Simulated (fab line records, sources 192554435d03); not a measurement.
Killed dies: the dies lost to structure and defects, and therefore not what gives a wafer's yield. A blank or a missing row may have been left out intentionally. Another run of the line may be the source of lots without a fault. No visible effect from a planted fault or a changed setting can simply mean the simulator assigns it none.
Split-lot study    flow n5_finfet    21 wafers read across 7 lots, on a route 1938 steps long

== ABOUT THE SPLIT ==
At N5_BEOL_M0_SAQP_PECVD_03 (deposits SiCN from 3MS/NH3, target thk 12 nm, time 21.1 s), the setting time_s was moved away from the recipe's 21.1 s on 9 of the 21 wafers read, by -14.2% to +14.6%. The other wafers ran this setting at the recipe's value.

Reading taken at the split's own step.

== THE READING ==
SiCN_of_BEOL_M0_SAQP_PECVD_03.thk_nm (the simulator's own value, which no gauge read), in nm, at N5_BEOL_M0_SAQP_PECVD_03 (deposits SiCN from 3MS/NH3, target thk 12 nm, time 21.1 s). The file gives no usual value for it. The 12 wafers here that ran the recipe average 11.9 nm, standard deviation 0.15 nm.

wafer   tool, chamber at the split  time_s as run, s  against the recipe  SiCN_of_BEOL_M0_SAQP_PECVD_03.thk_nm, nm  against lot-mates on the recipe
L075.1  pecvd-01, 1                 18.68             -11.5%              10.6                                      -1.4
L075.3  pecvd-01, 2                 21.1              recipe              12                                        -
L075.4  pecvd-01, 1                 18.68             -11.5%              10.8                                      -1.2
L080.2  pecvd-03, 2                 24.18             +14.6%              13.6                                      +1.6
L080.4  pecvd-03, 0,2               21.1              recipe              12                                        -
L080.6  pecvd-03, 0,2               21.1              recipe              12                                        -
L088.1  pecvd-04, 1,0               21.1              recipe              11.8                                      -
L088.3  pecvd-04, 1,0               21.1              recipe              11.8                                      -
L088.4  pecvd-04, 2                 18.88             -10.5%              10.8                                      -1.0
L090.3  pecvd-04, 2                 18.11             -14.2%              10.4                                      -1.6
L090.4  pecvd-04, 2                 18.11             -14.2%              10.6                                      -1.4
L090.6  pecvd-04, 0                 21.1              recipe              12                                        -
L091.3  pecvd-01, 1                 21.1              recipe              11.8                                      -
L091.5  pecvd-01, 2                 21.1              recipe              12.2                                      -
L091.6  pecvd-01, 1                 21.1              recipe              12                                        -
L093.2  pecvd-03, 0,2               19.09             -9.5%               10.8                                      -1.2
L093.3  pecvd-03, 0,2               19.09             -9.5%               10.8                                      -1.2
L093.6  pecvd-03, 2                 21.1              recipe              12                                        -
L095.2  pecvd-03, 0                 23.27             +10.3%              12.8                                      +1.0
L095.3  pecvd-03, 2                 21.1              recipe              11.6                                      -
L095.5  pecvd-03, 0                 21.1              recipe              12                                        -
If several chambers appear in one row, that row covers several wafers at once and the file leaves open which wafer was in which chamber.

FIT RESULTS
A straight line over all 21 wafers: SiCN_of_BEOL_M0_SAQP_PECVD_03.thk_nm changes by +0.106 nm for each +1% of time_s; r = +0.98; the points scatter about the line by 0.15 nm.
The same after taking each lot's own level away (the mean of its wafers on the recipe; 21 wafers): +0.109 nm for each +1%; r = +0.99; scatter 0.12 nm.
On that fit, the largest move of time_s shifts the reading by 1.6 nm.
The lots' own levels span 11.80 to 12.00 nm, that is 1.3 times the standard deviation above.
The two slopes are in agreement: the lot-to-lot level therefore moves the slope only a little.
Check: +1.56 nm against its lot-mates is what the line predicts for one of the wafers moved furthest among these (+14.6%) when that wafer is left out of the fit. Against them it came out at +1.6 nm.

== THE OTHER SPLITS THESE WAFERS WENT THROUGH ==
Note: prior to the reading, these wafers also went through further splits. Each is held against what the fit with the lots' levels taken away leaves over:
other split on the same wafers          wafers away from the commonest value  r with SiCN_of_BEOL_M0_SAQP_PECVD_03.thk_nm (lot level and that fit taken away)
N5_MOL_CONTACT_COAG_ETCH_105 bias_w     5                                     +0.05
N5_MOL_CONTACT_COAG_ALD_123 ald_cycles  9                                     +0.11
N5_MOL_CONTACT_COAG_COAT_78 spin_rpm    7                                     +0.24

== FILE'S OWN FIT ==
SiCN_of_BEOL_M0_SAQP_PECVD_03.thk_nm changes by +0.108 nm for each +1% of time_s, r = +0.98.
